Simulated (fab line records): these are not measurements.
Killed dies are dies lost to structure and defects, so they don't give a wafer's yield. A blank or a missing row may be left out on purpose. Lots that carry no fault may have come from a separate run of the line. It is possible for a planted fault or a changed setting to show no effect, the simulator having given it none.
Comparing a struck lot with a sound one | flow nandHarc | 15 steps out of a route of 1159
Sound: these wafers, L303.1, L303.2, L303.6. Struck: wafers L306.4, L306.5. Last of all comes the cause.
Each step with rows lists, per side, the tool, then ch with its chambers, then its first start. Under that, the readings that differ: sound wafers | struck wafers | difference of the means | sigmas: that difference in standard deviations of wafers without a fault.
alike: readings whose means differ by less than 2 such deviations, and words and numbers that are the same on both sides. not compared: withheld readings, readings that some wafer has no value for, bounds like >300 that may hide the same value, and numbers for which the record gives no deviation and whose values overlap.
A row with sigmas, a row that says differs or no value, or rows on one side alone: a step with any of these is where the two part. Non-overlapping numbers with no deviation appear without sigmas and do not part them. A reading missing from all wafers of one side parts the sides only when that side holds two or more wafers.

first, 2 steps without rows for these wafers: NHARC_A_CHANNEL_HOLE_D1_STRIP_43 (strips in O2/COS); NHARC_A_CHANNEL_HOLE_D1_ETCH_44 (etches the open film in CF4/O2, target depth 140 nm, overetch 14 nm, time 77 s).
NHARC_A_CHANNEL_HOLE_D1_STRIP_27: strips in O2.
  sound: rieDiel-04 ch 0,3; struck: rieDiel-04 ch 0,3
  alike: drypumpMotorCurrentA, oesProductAu, rfVppV, showerheadPlenumPTorr, throttleValvePct
  not compared: rfHoursCounterH
then, 2 steps without rows for these wafers: NHARC_A_CHANNEL_HOLE_D1_PRECLEAN_28 (cleans in SC1); NHARC_A_CHANNEL_HOLE_D1_SRD_29.
NHARC_A_CHANNEL_HOLE_D1_CD_MEAS_30:
  sound: cdSem-02 at day 10 05:34; struck: cdSem-02 at day 10 15:32
  alike: cdNm
NHARC_A_CHANNEL_HOLE_D1_XSEM_31:
  sound on xsem-02 ch 0, day 10 05:40; struck on xsem-01 ch 0, day 10 15:37
  alike: botCdNm, bowNm, tiltDeg
NHARC_A_CHANNEL_HOLE_D1_INSPECT_40:
  sound: defectInspect-01 at day 10 05:46; struck: defectInspect-01 at day 10 15:43
  alike: rawDefectCount
then, 2 steps without rows for these wafers: NHARC_A_CHANNEL_FILL_D1_PRECLEAN_00 (cleans in SC1); NHARC_A_CHANNEL_FILL_D1_SRD_01.
NHARC_A_CHANNEL_FILL_D1_ALD_02: deposits SiO2, target thk 6 nm, pulse time 10 s, ald cycles 60.
  sound on aldHk-03 ch 0,3, day 10 05:57; struck on aldHk-02 ch 1,2, day 10 16:22
  alike: heaterPowerW, precursorPulseHeightRel
  not compared: aldCycles
NHARC_A_CHANNEL_FILL_D1_ALD_03: deposits SiNx, target thk 6 nm, pulse time 60 s, ald cycles 58.
  sound: aldSinBatch-01 ch 0; struck: aldSinBatch-02 ch 0
  alike: precursorPulseHeightRel
  not compared: aldCycles
NHARC_A_CHANNEL_FILL_D1_ALD_14: deposits SiO2, target thk 2.5 nm, pulse time 10 s, ald cycles 25.
  sound on aldHk-03 ch 1,2,3, day 10 12:55; struck on aldHk-02 ch 1, day 10 23:50
reading   | sound    | struck | difference | sigmas
aldCycles | 25 25 25 | 24 24  | -1         | 
  alike: heaterPowerW, precursorPulseHeightRel
NHARC_A_CHANNEL_FILL_D1_ALD_15: deposits SiNx, target thk 2 nm, pulse time 60 s, ald cycles 19.
  sound: aldSinBatch-01 ch 0; struck: aldSinBatch-02 ch 0
  alike: precursorPulseHeightRel
  not compared: aldCycles
after that, 1 step had no rows for these wafers: NHARC_END_SORT_01.

## WHERE THEY PART
Nowhere in this record.

WHY: what had been put in by the simulator
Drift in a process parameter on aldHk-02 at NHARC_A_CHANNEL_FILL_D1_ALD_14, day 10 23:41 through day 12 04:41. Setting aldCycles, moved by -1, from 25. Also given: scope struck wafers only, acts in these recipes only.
